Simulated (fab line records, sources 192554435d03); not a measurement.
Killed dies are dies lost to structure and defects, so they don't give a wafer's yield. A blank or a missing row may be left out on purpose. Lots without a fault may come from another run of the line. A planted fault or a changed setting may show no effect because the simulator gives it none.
fab line records | flow n5_finfet
record lots=11 wafers=28 last_day=17
route steps=1938 shown ZERO_LAYER@19 WELL_APT@40 PASSIVATION@1936
lots that met no fault: from a run of the same line without faults
start_h: hours from the record's first day to the start of the lot's first wafer shown | wait_h: hours since the lot's step before | " the same as in the row above | L1.1+2: a row that stands for several wafers | - no value, or no start given | * or withheld: withheld | < > ~ a bound
route shown NAME@n: a module of which the file shows steps, and the number in the route of the first | usual: mean/standard deviation of fault-free wafers | same: alike in all rows | chamber/n: place in a boat | sites: the reading at each site | _std_site: their standard deviation | _edge_site: outer sites' mean less inner sites' | radius_mm: how far each site lies from the wafer's centre | mask NAME#n: copy n | behind: the tool/chamber that last shaped the wafer | hold: why the lot was held/for how many hours/how that ended | device: the transistor (n, p or np) that didn't switch | end of line: the same wafers' tests at the end of the route | a step without rows: its recipe alone | killed: dies lost to structure and defects at the first sort, not the wafer's yield | map: a wafer's dies, x killed, . not, _ none there
set.NAME: the setting as run; set.NAME@STEP: as run at that earlier step | model.NAME: the simulator's own value behind a step, which no gauge read
steps of the route over a sample of lots; a table a step, a row a wafer
services: from which hour (start_h, from the record's first day; less than 0 if before it) a tool's chamber was out of use, for how many hours, and why
## steps
# step N5_ZERO_LAYER_INSPECT_20
# recipe inspect_instrument=darkfield mode=post_clean
# usual raw_defect_count=33/15
# columns lot.wafer tool chamber start_h wait_h raw_defect_count
L821.4 defect_inspect-02 - 19.30 0.0 35
L821.5 " - " " 16
L821.6 " - " " 34
L823.3 defect_inspect-02 - 31.25 0.0 26
L823.5 " - " " 34
L824.2 defect_inspect-01 - 37.43 0.0 32
L824.3 " - " " 28
L834.1 defect_inspect-01 - 97.42 0.0 32
L834.5 " - " " 40
L836.1 defect_inspect-02 - 109.26 0.0 27
L836.3 " - " " 38
L836.5 " - " " 21
L837.2 defect_inspect-01 - 115.25 0.0 30
L837.6 " - " " 30
L838.1 defect_inspect-01 - 121.25 0.0 35
L838.2 " - " " 14
L839.2 defect_inspect-02 - 127.25 0.0 102
L839.3 " - " " 63
L839.4 " - " " 34
L841.2 defect_inspect-01 - 139.81 0.0 11
L841.5 " - " " 28
L841.6 " - " " 28
L842.4 defect_inspect-01 - 145.29 0.0 37
L842.5 " - " " 26
L842.6 " - " " 43
L843.2 defect_inspect-01 - 151.44 0.0 18
L843.4 " - " " 10
L843.6 " - " " 14
# step N5_WELL_APT_PEB_23
# recipe peb_temp_c=130 peb_time_s=90
# usual chill_plate_temp_C=23.00/0.098 resist_line_temp_C=23.00/0.1
# columns lot.wafer tool chamber start_h wait_h chill_plate_temp_C resist_line_temp_C
L821.4 litho_track-05 0 20.73 0.0 22.89 22.93
L821.5 " 0 " " 23.03 22.95
L821.6 " 0 " " 23.08 23.15
L823.3 litho_track-05 0 32.69 0.0 23.03 22.93
L823.5 " 0 " " 23.01 23.00
L824.2 litho_track-05 0 38.88 0.0 23.04 23.04
L824.3 " 0 " " 22.98 23.08
L834.1 litho_track-01 0 99.30 0.1 23.07 23.03
L834.5 " 0 " " 22.81 22.94
L836.1 litho_track-02 0 110.69 0.1 23.09 22.99
L836.3 " 0 " " 23.01 22.99
L836.5 " 0 " " 23.10 22.97
L837.2 litho_track-05 0 116.69 0.0 22.90 23.01
L837.6 " 0 " " 23.00 23.04
L838.1 litho_track-01 0 122.69 0.1 23.03 23.15
L838.2 " 0 " " 23.07 22.88
L839.2 litho_track-01 0 128.80 0.0 22.86 23.01
L839.3 " 0 " " 22.97 23.12
L839.4 " 0 " " 23.05 23.11
L841.2 litho_track-01 0 141.37 0.0 22.95 22.89
L841.5 " 0 " " 22.87 22.99
L841.6 " 0 " " 23.02 22.98
L842.4 litho_track-05 0 146.99 0.0 23.18 23.02
L842.5 " 0 " " 23.04 23.03
L842.6 " 0 " " 23.01 23.06
L843.2 litho_track-01 0 153.12 0.0 23.02 22.87
L843.4 " 0 " " 23.00 23.10
L843.6 " 0 " " 22.99 22.92
# step N5_WELL_APT_CD_MEAS_25
# recipe target_cd_nm=200 landing_energy_ev=500 detector=se_inlens
# usual cd_nm=199.4/2.8
# columns lot.wafer tool chamber start_h wait_h cd_nm
L821.4 cd_sem-02 0 20.85 - 199.8
L821.5 " 0 " " 199.1
L821.6 " 0 " " 197.1
L823.3 cd_sem-02 0 32.80 - 197.9
L823.5 " 0 " " 215.2
L824.2 cd_sem-03 0 38.99 - 213.7
L824.3 " 0 " " 204.3
L834.1 cd_sem-02 0 99.41 - 197.6
L834.5 " 0 " " 195.0
L836.1 cd_sem-01 0 110.80 - 204.1
L836.3 " 0 " " 203.3
L836.5 " 0 " " 206.4
L837.2 cd_sem-02 0 116.80 - 198.0
L837.6 " 0 " " 199.7
L838.1 cd_sem-01 0 122.81 - 195.4
L838.2 " 0 " " 196.1
L839.2 cd_sem-01 0 128.91 - 200.8
L839.3 " 0 " " 197.6
L839.4 " 0 " " 197.4
L841.2 cd_sem-02 0 141.48 - 198.4
L841.5 " 0 " " 199.7
L841.6 " 0 " " 195.5
L842.4 cd_sem-02 0 147.11 - 199.4
L842.5 " 0 " " 198.2
L842.6 " 0 " " 198.7
L843.2 cd_sem-01 0 153.24 - 196.9
L843.4 " 0 " " 197.5
L843.6 " 0 " " 196.3
# step N5_WELL_APT_OVL_MEAS_26
# recipe points_per_wafer=44
# usual PWELL_OVL=1/5.3
# columns lot.wafer tool chamber start_h wait_h PWELL_OVL[nm]
L821.4 overlay-02 0 20.87 0.0 7
L821.5 " 0 " " 7
L821.6 " 0 " " 3
L823.3 overlay-02 0 32.83 0.0 11
L823.5 " 0 " " 7
L824.2 overlay-02 0 39.02 0.0 -2
L824.3 " 0 " " 8
L834.1 overlay-01 0 99.44 0.0 0
L834.5 " 0 " " -3
L836.1 overlay-02 0 110.83 0.0 -2
L836.3 " 0 " " 2
L836.5 " 0 " " 4
L837.2 overlay-01 0 116.83 0.0 8
L837.6 " 0 " " 6
L838.1 overlay-01 0 122.84 0.0 4
L838.2 " 0 " " 7
L839.2 overlay-01 0 128.94 0.0 -3
L839.3 " 0 " " 3
L839.4 " 0 " " -6
L841.2 overlay-01 0 141.51 0.0 3
L841.5 " 0 " " 4
L841.6 " 0 " " 3
L842.4 overlay-01 0 147.13 0.0 -2
L842.5 " 0 " " 6
L842.6 " 0 " " -3
L843.2 overlay-01 0 153.27 0.0 3
L843.4 " 0 " " -1
L843.6 " 0 " " -3
# step N5_WELL_APT_INSPECT_27
# recipe mode=adi inspect_instrument=macro
# usual raw_defect_count=1.8/1.5
# columns lot.wafer tool chamber start_h wait_h raw_defect_count
L821.4 defect_inspect-02 - 20.90 0.0 3
L821.5 " - " " 0
L821.6 " - " " 1
L823.3 defect_inspect-02 - 32.86 0.0 2
L823.5 " - " " 0
L824.2 defect_inspect-01 - 39.04 0.0 1
L824.3 " - " " 2
L834.1 defect_inspect-01 - 99.47 0.0 2
L834.5 " - " " 0
L836.1 defect_inspect-01 - 110.86 0.0 0
L836.3 " - " " 4
L836.5 " - " " 2
L837.2 defect_inspect-01 - 116.85 0.0 1
L837.6 " - " " 1
L838.1 defect_inspect-02 - 122.86 0.0 2
L838.2 " - " " 2
L839.2 defect_inspect-02 - 128.96 0.0 3
L839.3 " - " " 2
L839.4 " - " " 0
L841.2 defect_inspect-02 - 141.54 0.0 3
L841.5 " - " " 1
L841.6 " - " " 2
L842.4 defect_inspect-01 - 147.16 0.0 2
L842.5 " - " " 2
L842.6 " - " " 3
L843.2 defect_inspect-01 - 153.29 0.0 2
L843.4 " - " " 3
L843.6 " - " " 0
# step N5_PASSIVATION_PROBE_49
# usual killed_at_M0_to_M3=32/9.3 killed_at_M4_up=14/4.9 killed_at_contacts=15/7.5 killed_at_front_end=40/11 killed_at_other=4/3.3 killed_dies=104/17 killed_open=68/14 killed_short=33/7.9
# same gross_dies=1180 killed_at_back_side=0
# columns lot.wafer tool chamber start_h wait_h killed_at_M0_to_M3 killed_at_M4_up killed_at_contacts killed_at_front_end killed_at_other killed_dies killed_open killed_short
L823.5 prober-02 - 288.01 0.2 42 14 30 123 3 212 77 38
# killed by level:class
L823.5 FIN_CUT:area_etch=92 MOL_CONTACT_COAG:geometric_particle:open=26 BEOL_M0_SAQP:geometric_particle:short=11 BEOL_M0_SAQP:geometric_particle:open=9 BEOL_M4:geometric_particle:open=8 FIN_SAQP:geometric_particle:open=7 BEOL_M2:geometric_particle:open=7 BEOL_M1:geometric_particle:short=5
## services
# columns tool chamber start_h hours kind
litho_track-05 - 107.98 - consumable_replace:filter
## key
first_sign step=N5_WELL_APT_CD_MEAS_25 reading=cd_nm direction=up sigmas=5.4 usual=199.4 struck=214.5
effect none on later readings
met_at N5_WELL_APT_PEB_23
struck_lots L823,L824
struck_wafers L823.5,L824.2
tester_left_out L823,L824
baseline_loss step=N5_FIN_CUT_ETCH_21 wafers=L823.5
not_acting_at N5_ZERO_LAYER_INSPECT_20,N5_WELL_APT_OVL_MEAS_26,N5_WELL_APT_INSPECT_27
onset_between 20.73 32.69
fault kind=process_parameter_drift tool=litho_track-05 chamber=- onset_h=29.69 steps=N5_WELL_APT_PEB_23 channel=peb_time_s offset=* shape=step end_h=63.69 scope=struck_wafers_only acts_in=* stated=*
# tester_left_out: of these lots the tester's yield and bins aren't shown, on N5 and GAA mostly nor the transistor test; their killed dies are dies lost to structure and defects alone, not to doping, threshold or leakage, so they don't give the yield
# baseline_loss: these wafers lose ten dies or more at that step, a loss of the line's own and not of a fault; the sort's usual values leave them out
